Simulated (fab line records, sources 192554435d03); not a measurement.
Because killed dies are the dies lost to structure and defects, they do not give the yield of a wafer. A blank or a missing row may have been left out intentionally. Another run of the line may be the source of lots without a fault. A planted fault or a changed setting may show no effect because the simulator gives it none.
Matching of chambers    flow n5 finfet    4 sister chambers for N5_MOL_CONTACT_COAG_ETCH_90 on rie diel-05
The step etches SiARC in CF4, target depth 13 nm, time 21.7 s. 4 wafers are shown with their chamber, then 12 later ones without.

WAFERS PAIRED WITH THEIR CHAMBERS
wafer   chamber  showerhead plenum p Torr (Torr)
L083.1  1        2.19
L083.3  2        2.08
L086.3  3        2.27
L086.6  0        2.10

WAFERS WITH NO CHAMBER GIVEN
wafer   showerhead plenum p Torr (Torr)
L088.1  2.08
L088.4  2.10
L088.6  2.18
L090.1  2.27
L090.3  2.08
L090.4  2.10
L094.1  2.10
L094.5  2.10
L094.6  2.18
L095.3  2.08
L095.4  2.26
L095.6  2.18

EACH ONE'S CHAMBER
wafer   from the rows above  in truth
L088.1  2                    2
L088.4  0                    0
L088.6  1                    1
L090.1  3                    3
L090.3  2                    2
L090.4  0                    0
L094.1  0                    0
L094.5  0                    0
L094.6  1                    1
L095.3  2                    2
L095.4  3                    3
L095.6  1                    1
Correct placement for 12 of the 12. Not placeable from these rows: 0. Wrongly placed: 0.
How it was worked out, from the rows above alone: a wafer's distance from a chamber is the root of the sum, over the readings, of the square of ((its reading less the chamber's mean) divided by the reading's scatter). If the next closest chamber is less than 2 further off than the closest, the wafer can't be placed; otherwise it belongs to the closest. A chamber's mean is the mean of its shown wafers. The scatter: root of mean squared gap, hidden wafer to nearest shown wafer, with one shown wafer a chamber.
